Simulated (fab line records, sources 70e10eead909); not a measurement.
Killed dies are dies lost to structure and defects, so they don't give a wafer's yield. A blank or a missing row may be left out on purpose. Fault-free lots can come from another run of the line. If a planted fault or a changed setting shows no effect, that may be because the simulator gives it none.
fab line records	flow nand-harc
record lots=13	wafers=39	last-day=23
route steps=1159 shown A_ZERO_WELL@411 A_SOURCE_PLATE@423 A_ONON_D1@449 A_CHANNEL_HOLE_D1@451 END@1159
lots with no fault: from the same line, run without faults
start-h: start of the lot's first displayed wafer, in hours after the record's first day	wait-h: hours since the lot's step before	" as in the row above	L1.1+2: several wafers, shown together as one row	- no value present, or no start provided	* or withheld: withheld	< > ~ a bound
route shown NAME@n: names a module that has steps shown in the file, with the first one's number in the route	usual: mean/standard deviation taken from wafers without a fault	same: alike in all rows	chamber/n: place in a boat	sites: per-site readings	_std_site: their standard deviation	_edge_site: mean of outer sites minus mean of inner sites	radius-mm: how far each site lies from the wafer's centre	mask NAME#n: copy n	behind: the tool/chamber that last shaped the wafer	hold: the reason the lot was held/the length of the hold in hours/how it ended	device: whichever transistor did not switch (one of n, p or np)	end of line: the route-end tests of the same wafers	a step with no rows: only its recipe	killed: not the wafer's yield, but the dies lost to structure and defects at the first sort	map: the dies of a wafer, with x for killed, . for not killed, _ for no die there
set.NAME: the run value of the setting; set.NAME@STEP: its run value at that earlier step	model.NAME: the simulator's own value behind a step, which no gauge read
the route's steps for a sample of lots (tables are steps, rows are wafers)
services: when a tool's chamber went out of use (start-h, in hours from the record's first day, below 0 if earlier), for how many hours, and the reason
## steps
# step NHARC_A_ZERO_WELL_RTA_16
# recipe temp-c=1000	time-s=10
# usual lamp-power-pct=26.0/2.9	wafer_temp_C_max=1003.1/0.96
# same time-s=10
lot.wafer	tool	chamber	start-h	wait-h	lamp-power-pct	wafer_temp_C_max
L765.2	rtp-anneal-02	0	133.60	-	23.2	1004.4
L765.5	"	0	"	"	23.2	1002.1
L765.6	"	0	"	"	23.2	1003.4
L766.1	rtp-anneal-01	0	145.12	-	28.9	1003.2
L766.5	"	0	"	"	28.9	1002.3
L766.6	"	0	"	"	28.9	1004.2
L767.2	rtp-anneal-01	0	152.77	-	28.9	1003.6
L767.4	"	0	"	"	28.9	1002.6
L767.6	"	0	"	"	28.9	1002.3
L770.1	rtp-anneal-02	0	172.70	-	23.2	1002.6
L770.2	"	0	"	"	23.2	1003.3
L770.4	"	0	"	"	23.1	1004.2
L774.1	rtp-anneal-01	0	185.40	-	28.9	1002.6
L774.2	"	0	"	"	28.9	1003.0
L774.5	"	0	"	"	28.9	1002.5
L776.1	rtp-anneal-01	0	210.57	0.1	29.0	1002.0
L776.5	"	0	"	"	28.9	1001.1
L776.6	"	0	"	"	28.9	1001.9
L777.1	rtp-anneal-02	0	211.56	0.1	23.2	1003.8
L777.3	"	0	"	"	23.1	1003.5
L777.6	"	0	"	"	23.1	1003.4
L778.3	rtp-anneal-01	0	211.57	-	28.9	1003.4
L778.5	"	0	"	"	28.9	1003.2
L778.6	"	0	"	"	28.9	1003.3
L780.1	rtp-anneal-02	0	227.83	-	23.2	1004.4
L780.2	"	0	"	"	23.1	1003.5
L780.5	"	0	"	"	23.1	1003.2
L781.1	rtp-anneal-02	0	234.02	-	23.1	1003.2
L781.3	"	0	"	"	23.1	1002.4
L781.6	"	0	"	"	23.1	1002.7
L782.1	rtp-anneal-01	0	242.49	-	28.8	1001.9
L782.5	"	0	"	"	28.9	1001.4
L782.6	"	0	"	"	28.9	1002.0
L783.1	rtp-anneal-01	0	243.23	-	28.9	1003.4
L783.2	"	0	"	"	28.9	1002.4
L783.4	"	0	"	"	28.9	1003.5
L784.1	rtp-anneal-01	0	246.12	-	28.9	1002.5
L784.3	"	0	"	"	28.8	1001.8
L784.4	"	0	"	"	28.9	1003.0
# step NHARC_A_SOURCE_PLATE_INSPECT_08
# usual raw-defect-count=58/26
lot.wafer	tool	chamber	start-h	wait-h	raw-defect-count
L765.2	defect-inspect-01	-	151.52	0.0	59
L765.5	"	-	"	"	66
L765.6	"	-	"	"	54
L766.1	defect-inspect-02	-	165.80	0.0	72
L766.5	"	-	"	"	53
L766.6	"	-	"	"	41
L767.2	defect-inspect-02	-	172.09	0.0	68
L767.4	"	-	"	"	21
L767.6	"	-	"	"	36
L770.1	defect-inspect-01	-	195.96	0.0	31
L770.2	"	-	"	"	48
L770.4	"	-	"	"	68
L774.1	defect-inspect-01	-	206.21	0.0	38
L774.2	"	-	"	"	87
L774.5	"	-	"	"	65
L777.1	defect-inspect-02	-	232.03	0.0	66
L777.3	"	-	"	"	51
L777.6	"	-	"	"	57
L776.1	defect-inspect-01	-	232.05	0.0	93
L776.5	"	-	"	"	67
L776.6	"	-	"	"	68
L778.3	defect-inspect-02	-	232.06	0.0	179
L778.5	"	-	"	"	163
L778.6	"	-	"	"	112
L780.1	defect-inspect-01	-	247.64	0.0	50
L780.2	"	-	"	"	70
L780.5	"	-	"	"	53
L781.1	defect-inspect-02	-	254.57	0.0	38
L781.3	"	-	"	"	64
L781.6	"	-	"	"	29
L782.1	defect-inspect-01	-	263.69	0.0	49
L782.5	"	-	"	"	66
L782.6	"	-	"	"	60
L783.1	defect-inspect-02	-	263.75	0.0	59
L783.2	"	-	"	"	51
L783.4	"	-	"	"	61
L784.1	defect-inspect-02	-	267.20	0.0	57
L784.3	"	-	"	"	79
L784.4	"	-	"	"	59
# step NHARC_A_ONON_D1_INSPECT_32
# usual raw-defect-count=70/27
lot.wafer	tool	chamber	start-h	wait-h	raw-defect-count
L765.2	defect-inspect-02	-	166.28	0.0	69
L765.5	"	-	"	"	89
L765.6	"	-	"	"	51
L766.1	defect-inspect-01	-	178.84	0.0	72
L766.5	"	-	"	"	61
L766.6	"	-	"	"	54
L767.2	defect-inspect-02	-	185.61	0.0	76
L767.4	"	-	"	"	30
L767.6	"	-	"	"	43
L770.1	defect-inspect-01	-	211.17	0.0	36
L770.2	"	-	"	"	52
L770.4	"	-	"	"	72
L774.1	defect-inspect-01	-	219.62	0.0	57
L774.2	"	-	"	"	93
L774.5	"	-	"	"	80
L778.3	defect-inspect-02	-	244.81	0.0	197
L778.5	"	-	"	"	179
L778.6	"	-	"	"	135
L777.1	defect-inspect-01	-	244.94	0.0	84
L777.3	"	-	"	"	71
L777.6	"	-	"	"	75
L776.1	defect-inspect-02	-	245.14	0.1	98
L776.5	"	-	"	"	69
L776.6	"	-	"	"	76
L780.1	defect-inspect-02	-	260.70	0.0	51
L780.2	"	-	"	"	78
L780.5	"	-	"	"	57
L781.1	defect-inspect-01	-	267.67	0.0	45
L781.3	"	-	"	"	93
L781.6	"	-	"	"	41
L782.1	defect-inspect-01	-	276.70	0.0	58
L782.5	"	-	"	"	80
L782.6	"	-	"	"	85
L783.1	defect-inspect-02	-	276.77	0.0	68
L783.2	"	-	"	"	63
L783.4	"	-	"	"	70
L784.1	defect-inspect-01	-	280.19	0.0	65
L784.3	"	-	"	"	86
L784.4	"	-	"	"	69
# step NHARC_A_CHANNEL_HOLE_D1_DEP_01
# recipe target-thk-a=1400	target-thk-nm=140	temp-c=400	pressure-torr=3.5	flow-sccm=200	rf-w=350	material=SiON
# usual chamber-pressure-Torr=3.502/0.0088	heater-power-outer-w=460/51	heater-power-w=770/94	rf-fwd-power-W=348.4/0.99
lot.wafer	tool	chamber	start-h	wait-h	chamber-pressure-Torr	heater-power-outer-w	heater-power-w	rf-fwd-power-W
L765.2	pecvd-01	2	171.07	1.3	3.505	399	637	347.5
L765.6	"	2	"	"	3.501	395	647	348.4
L765.5	"	1	"	"	3.511	517	832	349.0
L766.1	pecvd-04	1	183.16	1.6	3.505	403	673	350.5
L766.5	"	0	"	"	3.503	477	830	347.7
L766.6	"	2	"	"	3.503	444	688	347.6
L767.2	pecvd-03	1	187.63	1.3	3.516	447	847	347.1
L767.4	"	0	"	"	3.497	523	893	347.4
L767.6	"	1	"	"	3.504	462	841	348.5
L770.1	pecvd-03	0	213.14	1.6	3.512	518	873	349.0
L770.2	"	1	"	"	3.493	518	913	348.1
L770.4	"	2	"	"	3.495	479	754	347.3
L774.1	pecvd-01	2	221.58	1.6	3.509	419	676	348.8
L774.2	"	0	"	"	3.502	541	922	349.0
L774.5	"	0	"	"	3.503	534	888	349.4
L778.3	pecvd-03	1	246.86	1.0	-	-	-	-
L778.5	"	2	"	"	-	-	-	-
L778.6	"	0	"	"	-	-	-	-
L777.1	pecvd-04	0	246.92	1.6	-	-	-	-
L777.3	"	1	"	"	-	-	-	-
L777.6	"	1	"	"	-	-	-	-
L776.1	pecvd-04	1	247.22	1.7	-	-	-	-
L776.6	"	0	"	"	-	-	-	-
L776.5	"	1	"	"	-	-	-	-
L780.2	pecvd-03	1	262.70	1.3	3.498	523	877	347.4
L780.1	"	2	"	"	3.501	405	659	345.6
L780.5	"	2	"	"	3.501	407	662	348.8
L781.1	pecvd-04	1	269.64	1.6	3.507	381	622	348.4
L781.3	"	0	"	"	3.485	437	767	349.3
L781.6	"	1	"	"	3.504	374	624	349.0
L782.1	pecvd-04	2	278.66	1.6	3.501	407	643	348.0
L782.6	"	0	"	"	3.498	389	701	349.3
L782.5	"	1	"	"	3.502	439	682	347.3
L783.2	pecvd-03	1	278.82	1.3	3.507	472	857	347.7
L783.1	"	0	"	"	3.494	552	904	347.6
L783.4	"	0	"	"	3.487	535	944	346.6
L784.3	pecvd-03	2	282.19	1.0	3.502	445	718	349.6
L784.1	"	0	"	"	3.500	486	847	349.2
L784.4	"	0	"	"	3.503	507	875	349.1
# step NHARC_END_SORT_01
# recipe temp-c=25
# usual killed-at-array=27/8	killed-at-other=0.8/1.2	killed-at-periphery=3.3/2.3	killed-dies=31/8.8	killed-open=3.2/2.1	killed-short=2.1/1.4
# same gross-dies=677
lot.wafer	tool	chamber	start-h	wait-h	hold	killed-at-array	killed-at-other	killed-at-periphery	killed-dies	killed-open	killed-short
L765.2	prober-02	0	441.83	2.8	-	25	1	3	29	4	1
L765.5	prober-02	0	444.23	3.7	-	35	0	3	38	11	4
L765.6	prober-02	0	445.03	4.0	-	22	1	3	26	4	3
L766.1	prober-02	0	461.54	2.5	-	33	0	0	33	3	3
L766.5	prober-02	0	464.76	3.7	-	35	0	0	35	5	1
L766.6	prober-02	0	465.56	4.0	-	28	1	2	31	2	3
L767.2	prober-01	0	470.12	2.8	-	24	1	2	27	3	2
L767.4	prober-01	0	471.74	3.4	-	28	0	4	32	0	6
L767.6	prober-01	0	473.36	4.0	-	24	0	3	27	6	5
L770.1	prober-02	0	483.45	2.5	-	25	0	2	27	5	4
L770.2	prober-02	0	484.25	2.8	-	21	1	2	24	4	1
L770.4	prober-02	0	485.84	3.4	-	25	0	0	25	1	1
L774.1	prober-02	0	493.98	2.5	-	16	0	3	19	3	2
L774.2	prober-02	0	494.78	2.8	-	27	0	4	31	4	3
L774.5	prober-02	0	497.20	3.7	-	21	0	2	23	3	0
L777.1	prober-01	0	508.45	2.5	await-dispo/4.4h/scrap	669	3	5	677	4	3
L777.3	prober-01	0	510.05	3.1	await-dispo/4.4h/scrap	674	2	1	677	5	1
L777.6	prober-01	0	512.45	4.0	await-dispo/4.4h/scrap	671	3	3	677	1	4
L778.3	prober-02	0	511.19	3.1	await-dispo/2.0h/scrap	673	1	3	677	3	5
L778.5	prober-02	0	512.78	3.7	await-dispo/2.0h/scrap	674	3	0	677	8	4
L778.6	prober-02	0	513.57	4.0	await-dispo/2.0h/scrap	676	0	1	677	4	0
L776.1	prober-01	0	529.78	2.6	await-dispo/11.2h/scrap	672	4	1	677	1	1
L776.5	prober-01	0	532.99	3.7	await-dispo/11.2h/scrap	675	0	2	677	2	0
L776.6	prober-01	0	533.79	4.0	await-dispo/11.2h/scrap	670	2	5	677	2	1
L780.1	prober-02	0	537.64	2.5	-	13	2	2	17	2	0
L780.2	prober-02	0	538.44	2.8	-	20	1	2	23	2	4
L780.5	prober-02	0	540.87	3.7	-	20	2	1	23	2	1
L781.1	prober-01	0	539.82	2.5	-	40	2	5	47	0	1
L781.3	prober-01	0	541.43	3.1	-	30	3	4	37	3	2
L781.6	prober-01	0	543.84	4.0	-	38	1	5	44	0	1
L783.1	prober-02	0	550.03	2.5	-	27	0	7	34	1	3
L783.2	prober-02	0	550.81	2.8	-	32	0	7	39	8	3
L783.4	prober-02	0	552.39	3.4	-	32	0	7	39	2	1
L784.1	prober-02	0	557.78	2.5	-	32	0	5	37	5	3
L784.3	prober-02	0	559.39	3.1	-	25	0	4	29	2	0
L784.4	prober-02	0	560.19	3.4	-	28	0	6	34	2	1
L782.1	prober-01	0	557.83	2.5	-	28	1	1	30	4	1
L782.5	prober-01	0	561.06	3.7	-	31	0	2	33	6	4
L782.6	prober-01	0	561.86	4.0	-	29	1	2	32	4	1
# killed by level:class
L765.2 A_CHANNEL_HOLE_D1:chamber-film-flake=11 A_WL_FILL:chamber-film-flake=5 P_M0:geometric-particle:open=2 A_CHANNEL_FILL_D1:geometric-particle:open=2 A_CHANNEL_FILL_D1:chamber-film-flake=2 A_CONTACT:chamber-film-flake=2 A_CHANNEL_FILL_D1:geometric-particle:short=1 P_GATE:chamber-film-flake=1
L765.5 A_CHANNEL_HOLE_D1:chamber-film-flake=14 A_STAIRCASE:chamber-film-flake=7 P_CONTACT:geometric-particle:open=2 A_SGD_CUT:geometric-particle:open=2 A_WL_FILL:geometric-particle:open=2 A_CONTACT:geometric-particle:open=2 P_GATE:geometric-particle:open=1 A_SGD_CUT:geometric-particle:short=1
L765.6 A_STAIRCASE:chamber-film-flake=4 A_WL_FILL:chamber-film-flake=4 A_CHANNEL_HOLE_D1:chamber-film-flake=3 A_CONTACT:geometric-particle:open=2 P_GATE:chamber-film-flake=2 A_CONTACT:chamber-film-flake=2 P_GATE:geometric-particle:open=1 A_WL_FILL:geometric-particle:open=1
L766.1 A_STAIRCASE:chamber-film-flake=9 A_SLIT:chamber-film-flake=7 A_CONTACT:chamber-film-flake=5 A_CHANNEL_HOLE_D1:chamber-film-flake=3 A_SGD_CUT:chamber-film-flake=3 A_ONON_D1:geometric-particle:short=1 A_CONTACT:geometric-particle:open=1 A_CONTACT:geometric-particle:short=1
L766.5 A_CONTACT:chamber-film-flake=8 A_SLIT:chamber-film-flake=6 A_STAIRCASE:chamber-film-flake=4 A_SGD_CUT:chamber-film-flake=4 A_CONTACT:geometric-particle:open=3 A_CHANNEL_FILL_D1:chamber-film-flake=3 A_CHANNEL_HOLE_D1:chamber-film-flake=2 A_WL_FILL:chamber-film-flake=2
L766.6 A_STAIRCASE:chamber-film-flake=7 A_SLIT:chamber-film-flake=6 A_CONTACT:chamber-film-flake=5 A_CHANNEL_FILL_D1:chamber-film-flake=2 A_SGD_CUT:chamber-film-flake=2 P_M0:geometric-particle:short=1 A_SOURCE_PLATE:geometric-particle:short=1 A_SOURCE_PLATE:geometric-particle:open=1
L767.2 A_CHANNEL_HOLE_D1:chamber-film-flake=9 A_STAIRCASE:chamber-film-flake=7 A_CONTACT:geometric-particle:open=2 P_ZERO_WELL:chamber-film-flake=2 A_WL_FILL:geometric-particle:short=1 A_M0:geometric-particle:open=1 A_M1:geometric-particle:short=1 A_ZERO_WELL:chamber-film-flake=1
L767.4 A_CHANNEL_HOLE_D1:chamber-film-flake=14 A_STAIRCASE:chamber-film-flake=4 P_ZERO_WELL:chamber-film-flake=3 A_CHANNEL_HOLE_D1:geometric-particle:short=2 A_WL_FILL:geometric-particle:short=2 A_ZERO_WELL:chamber-film-flake=2 A_ONON_D1:geometric-particle:short=1 A_M0:geometric-particle:short=1
L767.6 A_CHANNEL_HOLE_D1:chamber-film-flake=10 A_STAIRCASE:chamber-film-flake=3 A_CONTACT:chamber-film-flake=3 P_M0:geometric-particle:open=2 A_M0:geometric-particle:open=2 P_M1:geometric-particle:short=1 A_CHANNEL_FILL_D1:geometric-particle:open=1 A_CHANNEL_FILL_D1:geometric-particle:short=1
L770.1 A_SLIT:chamber-film-flake=8 A_CHANNEL_FILL_D1:geometric-particle:short=3 A_CHANNEL_HOLE_D1:chamber-film-flake=2 A_STAIRCASE:chamber-film-flake=2 A_SGD_CUT:chamber-film-flake=2 A_WL_FILL:chamber-film-flake=2 P_STI:geometric-particle:open=1 P_GATE:geometric-particle:open=1
L770.2 A_SLIT:chamber-film-flake=11 A_CONTACT:chamber-film-flake=4 P_GATE:geometric-particle:open=1 A_ONON_D1:geometric-particle:open=1 A_CHANNEL_FILL_D1:geometric-particle:short=1 A_CONTACT:geometric-particle:open=1 P_M1:chamber-film-flake=1 STARTING-WAFER:geometric-particle:open=1
L770.4 A_SLIT:chamber-film-flake=14 A_CHANNEL_HOLE_D1:chamber-film-flake=2 A_STAIRCASE:chamber-film-flake=2 A_WL_FILL:chamber-film-flake=2 A_CONTACT:chamber-film-flake=2 A_CHANNEL_HOLE_D1:geometric-particle:open=1 A_WL_FILL:geometric-particle:short=1 A_SGD_CUT:chamber-film-flake=1
L774.1 A_CHANNEL_HOLE_D1:chamber-film-flake=6 A_CONTACT:chamber-film-flake=3 P_ZERO_WELL:chamber-film-flake=2 A_ONON_D1:geometric-particle:open=1 A_WL_FILL:geometric-particle:short=1 A_WL_FILL:geometric-particle:open=1 A_M0:geometric-particle:open=1 A_M0:geometric-particle:short=1
L774.2 A_CHANNEL_HOLE_D1:chamber-film-flake=11 A_CHANNEL_FILL_D1:chamber-film-flake=4 A_WL_FILL:chamber-film-flake=3 A_ONON_D1:geometric-particle:open=2 A_CONTACT:geometric-particle:short=2 P_ZERO_WELL:chamber-film-flake=2 A_CONTACT:chamber-film-flake=2 P_STI:geometric-particle:open=1
L774.5 A_CHANNEL_HOLE_D1:chamber-film-flake=11 A_CONTACT:chamber-film-flake=5 A_M0:geometric-particle:open=2 P_ZERO_WELL:chamber-film-flake=2 A_WL_FILL:geometric-particle:open=1 A_CHANNEL_FILL_D1:chamber-film-flake=1 A_WL_FILL:chamber-film-flake=1
L777.1 A_CHANNEL_HOLE_D1:area-dep=649 A_SLIT:chamber-film-flake=9 A_CHANNEL_HOLE_D1:chamber-film-flake=4 THIN_TSV:chamber-film-flake=3 P_CONTACT:geometric-particle:open=2 P_STI:chamber-film-flake=2 A_STAIRCASE:chamber-film-flake=2 A_ONON_D1:geometric-particle:short=1
L777.3 A_CHANNEL_HOLE_D1:area-dep=650 A_SLIT:chamber-film-flake=13 A_WL_FILL:geometric-particle:open=2 A_M0:geometric-particle:open=2 A_CHANNEL_HOLE_D1:chamber-film-flake=2 A_CONTACT:chamber-film-flake=2 THIN_TSV:chamber-film-flake=2 A_CHANNEL_FILL_D1:geometric-particle:short=1
L778.3 A_CHANNEL_HOLE_D1:area-dep=648 A_CHANNEL_HOLE_D1:chamber-film-flake=9 A_CONTACT:chamber-film-flake=7 A_ONON_D1:geometric-particle:open=1 A_ONON_D1:geometric-particle:short=1 A_CHANNEL_FILL_D1:geometric-particle:short=1 A_SGD_CUT:geometric-particle:short=1 A_WL_FILL:geometric-particle:short=1
L777.6 A_CHANNEL_HOLE_D1:area-dep=651 A_SLIT:chamber-film-flake=11 A_STAIRCASE:chamber-film-flake=3 THIN_TSV:chamber-film-flake=3 P_STI:chamber-film-flake=2 A_ONON_D1:geometric-particle:short=1 A_STAIRCASE:geometric-particle:short=1 A_WL_FILL:geometric-particle:short=1
L778.5 A_CHANNEL_HOLE_D1:area-dep=645 A_CHANNEL_HOLE_D1:chamber-film-flake=13 A_WL_FILL:geometric-particle:open=4 A_CONTACT:chamber-film-flake=4 A_M0:geometric-particle:open=3 THIN_TSV:chamber-film-flake=2 A_CHANNEL_FILL_D1:geometric-particle:short=1 A_CHANNEL_FILL_D1:geometric-particle:open=1
L778.6 A_CHANNEL_HOLE_D1:area-dep=651 A_CHANNEL_HOLE_D1:chamber-film-flake=15 A_STAIRCASE:chamber-film-flake=3 A_CONTACT:chamber-film-flake=3 A_CHANNEL_FILL_D1:geometric-particle:open=1 A_WL_FILL:geometric-particle:open=1 A_CONTACT:geometric-particle:open=1 A_BLC:geometric-particle:open=1
L776.1 A_CHANNEL_HOLE_D1:area-dep=629 A_CHANNEL_HOLE_D1:chamber-film-flake=18 A_SLIT:chamber-film-flake=17 THIN_TSV:chamber-film-flake=4 A_STAIRCASE:chamber-film-flake=3 A_CONTACT:chamber-film-flake=3 A_CONTACT:geometric-particle:short=1 A_BLC:geometric-particle:open=1
L776.5 A_CHANNEL_HOLE_D1:area-dep=645 A_CHANNEL_HOLE_D1:chamber-film-flake=14 A_SLIT:chamber-film-flake=14 P_M2:geometric-particle:open=1 A_CONTACT:geometric-particle:open=1 P_BONDPAD:chamber-film-flake=1 A_STAIRCASE:chamber-film-flake=1
L776.6 A_CHANNEL_HOLE_D1:area-dep=641 A_CHANNEL_HOLE_D1:chamber-film-flake=15 A_SLIT:chamber-film-flake=10 A_CONTACT:chamber-film-flake=3 P_ZERO_WELL:chamber-film-flake=2 THIN_TSV:chamber-film-flake=2 P_GATE:geometric-particle:open=1 P_M0:geometric-particle:open=1
L780.1 A_CONTACT:chamber-film-flake=7 A_CHANNEL_HOLE_D1:chamber-film-flake=3 THIN_TSV:chamber-film-flake=2 A_CHANNEL_HOLE_D1:geometric-particle:open=1 A_BLC:geometric-particle:open=1 P_STI:chamber-film-flake=1 P_M1:chamber-film-flake=1 A_STAIRCASE:chamber-film-flake=1
L780.2 A_CONTACT:chamber-film-flake=6 A_CHANNEL_HOLE_D1:chamber-film-flake=4 A_STAIRCASE:chamber-film-flake=3 A_ONON_D1:geometric-particle:short=1 A_CHANNEL_FILL_D1:geometric-particle:short=1 A_CONTACT:geometric-particle:short=1 A_BLC:geometric-particle:short=1 A_M1:geometric-particle:open=1
L781.1 A_CHANNEL_HOLE_D1:chamber-film-flake=25 A_SLIT:chamber-film-flake=5 A_CONTACT:chamber-film-flake=5 P_GATE:chamber-film-flake=3 A_M1:chamber-film-flake=3 THIN_TSV:chamber-film-flake=2 A_WL_FILL:geometric-particle:short=1 P_STI:chamber-film-flake=1
L780.5 A_CHANNEL_HOLE_D1:chamber-film-flake=8 A_CONTACT:chamber-film-flake=6 A_STAIRCASE:chamber-film-flake=3 THIN_TSV:chamber-film-flake=2 P_M1:geometric-particle:open=1 A_CHANNEL_FILL_D1:geometric-particle:open=1 A_SLIT:geometric-particle:short=1 A_WL_FILL:chamber-film-flake=1
L781.3 A_CHANNEL_HOLE_D1:chamber-film-flake=16 P_GATE:chamber-film-flake=3 A_STAIRCASE:chamber-film-flake=3 A_SLIT:chamber-film-flake=3 A_M1:chamber-film-flake=2 A_CONTACT:chamber-film-flake=2 A_SOURCE_PLATE:geometric-particle:short=1 A_ONON_D1:geometric-particle:short=1
L781.6 A_CHANNEL_HOLE_D1:chamber-film-flake=18 A_SLIT:chamber-film-flake=7 A_CONTACT:chamber-film-flake=5 A_M1:chamber-film-flake=5 A_STAIRCASE:chamber-film-flake=3 P_GATE:chamber-film-flake=2 P_CONTACT:geometric-particle:short=1 P_STI:chamber-film-flake=1
L783.1 A_SLIT:chamber-film-flake=13 A_CONTACT:chamber-film-flake=5 A_CHANNEL_HOLE_D1:chamber-film-flake=4 P_ZERO_WELL:chamber-film-flake=3 P_GATE:chamber-film-flake=3 A_ONON_D1:geometric-particle:short=1 A_WL_FILL:geometric-particle:short=1 A_WL_FILL:geometric-particle:open=1
L783.2 A_SLIT:chamber-film-flake=17 P_ZERO_WELL:chamber-film-flake=3 A_CONTACT:geometric-particle:open=2 A_M0:geometric-particle:open=2 P_GATE:chamber-film-flake=2 A_CHANNEL_HOLE_D1:chamber-film-flake=2 A_WL_FILL:chamber-film-flake=2 P_CONTACT:geometric-particle:open=1
L783.4 A_SLIT:chamber-film-flake=15 A_CHANNEL_HOLE_D1:chamber-film-flake=5 A_CONTACT:chamber-film-flake=5 P_ZERO_WELL:chamber-film-flake=4 P_GATE:chamber-film-flake=3 A_STAIRCASE:chamber-film-flake=3 A_CHANNEL_FILL_D1:geometric-particle:short=1 A_WL_FILL:geometric-particle:open=1
L784.1 A_CHANNEL_HOLE_D1:chamber-film-flake=21 A_STAIRCASE:chamber-film-flake=3 P_STI:chamber-film-flake=2 P_CONTACT:geometric-particle:open=1 P_M0:geometric-particle:open=1 A_SOURCE_PLATE:geometric-particle:short=1 A_SOURCE_PLATE:geometric-particle:open=1 A_CHANNEL_FILL_D1:geometric-particle:short=1
L782.1 A_CHANNEL_HOLE_D1:chamber-film-flake=12 A_M0:chamber-film-flake=5 A_STAIRCASE:chamber-film-flake=4 A_WL_FILL:chamber-film-flake=2 P_M0:geometric-particle:open=1 A_ONON_D1:geometric-particle:open=1 A_SGD_CUT:geometric-particle:short=1 A_CONTACT:geometric-particle:open=1
L784.3 A_CHANNEL_HOLE_D1:chamber-film-flake=17 A_CONTACT:chamber-film-flake=3 P_STI:chamber-film-flake=2 A_CONTACT:geometric-particle:open=1 A_M1:geometric-particle:open=1 P_ZERO_WELL:chamber-film-flake=1 P_GATE:chamber-film-flake=1 A_ZERO_WELL:chamber-film-flake=1
L784.4 A_CHANNEL_HOLE_D1:chamber-film-flake=17 A_STAIRCASE:chamber-film-flake=4 P_STI:chamber-film-flake=4 A_ZERO_WELL:chamber-film-flake=2 A_CONTACT:chamber-film-flake=2 P_M0:geometric-particle:open=1 A_WL_FILL:geometric-particle:open=1 A_M0:geometric-particle:short=1
L782.5 A_CHANNEL_HOLE_D1:chamber-film-flake=9 A_CONTACT:geometric-particle:open=4 A_STAIRCASE:chamber-film-flake=4 A_WL_FILL:chamber-film-flake=3 A_ONON_D1:geometric-particle:short=2 A_CONTACT:chamber-film-flake=2 A_M0:chamber-film-flake=2 P_GATE:geometric-particle:open=1
L782.6 A_CHANNEL_HOLE_D1:chamber-film-flake=14 A_M0:chamber-film-flake=5 A_WL_FILL:chamber-film-flake=3 A_STAIRCASE:chamber-film-flake=2 P_STI:geometric-particle:open=1 P_M0:geometric-particle:open=1 A_ONON_D1:geometric-particle:short=1 A_CHANNEL_FILL_D1:geometric-particle:open=1
## services
tool	chamber	start-h	hours	kind
pecvd-03	-	111.19	13.0	pm
pecvd-03	0	111.19	13.0	vent-cycle
pecvd-03	1	111.19	13.0	vent-cycle
pecvd-03	2	111.19	13.0	vent-cycle
pecvd-03	0	124.19	-	clean
pecvd-03	1	124.19	-	clean
pecvd-03	2	124.19	-	clean
pecvd-04	0	136.78	3.8	repair
pecvd-04	-	168.56	1.0	repair
pecvd-04	-	195.54	13.0	pm
pecvd-04	0	195.54	13.0	vent-cycle
pecvd-04	1	195.54	13.0	vent-cycle
pecvd-04	2	195.54	13.0	vent-cycle
pecvd-04	0	208.54	-	clean
pecvd-04	1	208.54	-	clean
pecvd-04	2	208.54	-	clean
pecvd-01	1	217.07	6.2	repair
pecvd-03	-	225.87	0.3	repair
pecvd-04	2	234.84	25.9	repair
pecvd-01	-	237.10	13.0	pm
pecvd-01	0	237.10	13.0	vent-cycle
pecvd-01	1	237.10	13.0	vent-cycle
pecvd-01	2	237.10	13.0	vent-cycle
pecvd-01	0	250.10	-	clean
## key
first-sign step=NHARC_A_CHANNEL_HOLE_D1_DEP_01	reading=tool-record	direction=missing
effect step=NHARC_END_SORT_01	reading=killed-at-array	direction=up	sigmas=81	usual=27	struck=673
more-kills-born-at NHARC_A_CHANNEL_HOLE_D1_DEP_01@pecvd-04=3865	NHARC_A_CHANNEL_HOLE_D1_DEP_01@pecvd-03=1944
met-at NHARC_A_CHANNEL_HOLE_D1_DEP_01
struck-lots L776,L777,L778
later-rows-left-out L776.1,L776.5,L776.6,L777.1,L777.3,L777.6,L778.3,L778.5,L778.6
tester-left-out L776,L777,L778
not-acting-at NHARC_A_ZERO_WELL_RTA_16,NHARC_A_SOURCE_PLATE_INSPECT_08,NHARC_A_ONON_D1_INSPECT_32
onset-between 213.14 246.86
fault kind=skipped-step-whole	tool=pecvd-03,pecvd-04	chamber=-	onset-h=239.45	steps=NHARC_A_CHANNEL_HOLE_D1_DEP_01	scope=struck-lots-only
# tester-left-out: of these lots the tester's yield and bins aren't shown, on N5 and GAA mostly nor the transistor test; their killed dies are dies lost to structure and defects alone, not to doping, threshold or leakage, so they don't give the yield
# later-rows-left-out: the simulator's readings of these wafers behind a module that went badly wrong aren't trusted and aren't shown, but for the sort
